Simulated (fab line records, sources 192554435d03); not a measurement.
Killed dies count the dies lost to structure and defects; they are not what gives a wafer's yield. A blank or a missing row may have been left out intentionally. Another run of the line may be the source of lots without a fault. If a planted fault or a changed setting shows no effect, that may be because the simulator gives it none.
Which tool was responsible? || flow n5_finfet || 36 wafers from 12 lots sampled at 3 of the route's 1938 steps

## WHAT THE GAUGES READ, wafer by wafer
N5_PMOS_HMC_CHANNEL_EPI_THK_MEAS_22.
{"lot": "L075", "measured": "day 2 02:11", "on": "film_metro-01", "HMC_CMP_THK (nm)": "52.7 54.9 55.0"}
{"lot": "L077", "measured": "day 2 14:42", "on": "film_metro-01", "HMC_CMP_THK (nm)": "53.5 53.7 53.4"}
{"lot": "L079", "measured": "day 3 01:17", "on": "film_metro-01", "HMC_CMP_THK (nm)": "53.5 55.3 53.3"}
{"lot": "L081", "measured": "day 3 13:42", "on": "film_metro-01", "HMC_CMP_THK (nm)": "53.1 54.4 54.0"}
{"lot": "L083", "measured": "day 4 02:23", "on": "film_metro-02", "HMC_CMP_THK (nm)": "54.8 54.3 53.0"}
{"lot": "L085", "measured": "day 4 14:15", "on": "film_metro-01", "HMC_CMP_THK (nm)": "53.1 53.0 53.0"}
{"lot": "L087", "measured": "day 5 01:50", "on": "film_metro-01", "HMC_CMP_THK (nm)": "53.0 52.7 53.2"}
{"lot": "L089", "measured": "day 5 13:44", "on": "film_metro-02", "HMC_CMP_THK (nm)": "54.0 54.5 54.9"}
{"lot": "L091", "measured": "day 6 01:45", "on": "film_metro-02", "HMC_CMP_THK (nm)": "54.8 53.8 54.0"}
{"lot": "L093", "measured": "day 6 14:23", "on": "film_metro-02", "HMC_CMP_THK (nm)": "53.8 53.1 53.5"}
{"lot": "L095", "measured": "day 7 02:21", "on": "film_metro-01", "HMC_CMP_THK (nm)": "53.0 53.9 53.3"}
{"lot": "L097", "measured": "day 7 13:44", "on": "film_metro-02", "HMC_CMP_THK (nm)": "54.9 53.3 53.6"}

## EACH LOT AND THE TOOL THAT RAN IT (in order: tool; ch and the chambers of the sampled wafers; start)
{"lot": "L075", "N5_ZERO_LAYER_ETCH_17": "rie_diel-05 ch 1,3, day 1 18:43", "N5_PMOS_HMC_CHANNEL_EPI_ETCH_32": "rie_diel-05 ch 0,3, day 1 23:53"}
{"lot": "L077", "N5_ZERO_LAYER_ETCH_17": "rie_diel-05 ch 0,2,3, day 2 06:43", "N5_PMOS_HMC_CHANNEL_EPI_ETCH_32": "rie_diel-02 ch 0,1, day 2 12:17"}
{"lot": "L079", "N5_ZERO_LAYER_ETCH_17": "rie_diel-02 ch 1,3, day 2 18:49", "N5_PMOS_HMC_CHANNEL_EPI_ETCH_32": "rie_diel-04 ch 2,3, day 2 23:04"}
{"lot": "L081", "N5_ZERO_LAYER_ETCH_17": "rie_diel-04 ch 0,2, day 3 06:44", "N5_PMOS_HMC_CHANNEL_EPI_ETCH_32": "rie_diel-05 ch 1,3, day 3 11:27"}
{"lot": "L083", "N5_ZERO_LAYER_ETCH_17": "rie_diel-04 ch 0,2,3, day 3 18:44", "N5_PMOS_HMC_CHANNEL_EPI_ETCH_32": "rie_diel-05 ch 0,2,3, day 3 23:25"}
{"lot": "L085", "N5_ZERO_LAYER_ETCH_17": "rie_diel-05 ch 0,3, day 4 06:51", "N5_PMOS_HMC_CHANNEL_EPI_ETCH_32": "rie_diel-02 ch 0,2,3, day 4 11:44"}
{"lot": "L087", "N5_ZERO_LAYER_ETCH_17": "rie_diel-02 ch 0,3, day 4 18:50", "N5_PMOS_HMC_CHANNEL_EPI_ETCH_32": "rie_diel-05 ch 0,1,3, day 4 23:19"}
{"lot": "L089", "N5_ZERO_LAYER_ETCH_17": "rie_diel-04 ch 0,1,2, day 5 06:45", "N5_PMOS_HMC_CHANNEL_EPI_ETCH_32": "rie_diel-05 ch 0,1, day 5 11:17"}
{"lot": "L091", "N5_ZERO_LAYER_ETCH_17": "rie_diel-05 ch 0,1,2, day 5 18:52", "N5_PMOS_HMC_CHANNEL_EPI_ETCH_32": "rie_diel-04 ch 1,3, day 5 23:32"}
{"lot": "L093", "N5_ZERO_LAYER_ETCH_17": "rie_diel-04 ch 0,3, day 6 07:05", "N5_PMOS_HMC_CHANNEL_EPI_ETCH_32": "rie_diel-02 ch 0,1, day 6 11:46"}
{"lot": "L095", "N5_ZERO_LAYER_ETCH_17": "rie_diel-05 ch 1,2,3, day 6 18:43", "N5_PMOS_HMC_CHANNEL_EPI_ETCH_32": "rie_diel-05 ch 2,3, day 6 23:37"}
{"lot": "L097", "N5_ZERO_LAYER_ETCH_17": "rie_diel-04 ch 1,2,3, day 7 07:01", "N5_PMOS_HMC_CHANNEL_EPI_ETCH_32": "rie_diel-02 ch 0,2, day 7 11:18"}
- N5_ZERO_LAYER_ETCH_17: etches SiO2 in CF4, target depth 12 nm, time 13.3 s.
- N5_PMOS_HMC_CHANNEL_EPI_ETCH_32: etches BARC in N2/H2, stops on SiO2, target depth 85.8 nm, time 50.3 s.

## THE ANSWER, worked out from the rows above alone
Rule: what is usual is taken from the lots themselves. The widest of any qualifying gaps counts: lots, ordered by their means at a reading, are off when they make up no more than a third of the lots, leave a main group of 4 or more, and stand apart from it by 3 or more times the standard deviation of that group's means. If all means in a main group match to the digits the tables above print for the reading, that group is not used. Also off: a lot with no number at a reading for which 4 or more lots have one. The other lots that the step has rows for count as sound.
None of the lots is off at any reading shown; this tells nothing.

## WHAT WAS PUT IN BY THE SIMULATOR
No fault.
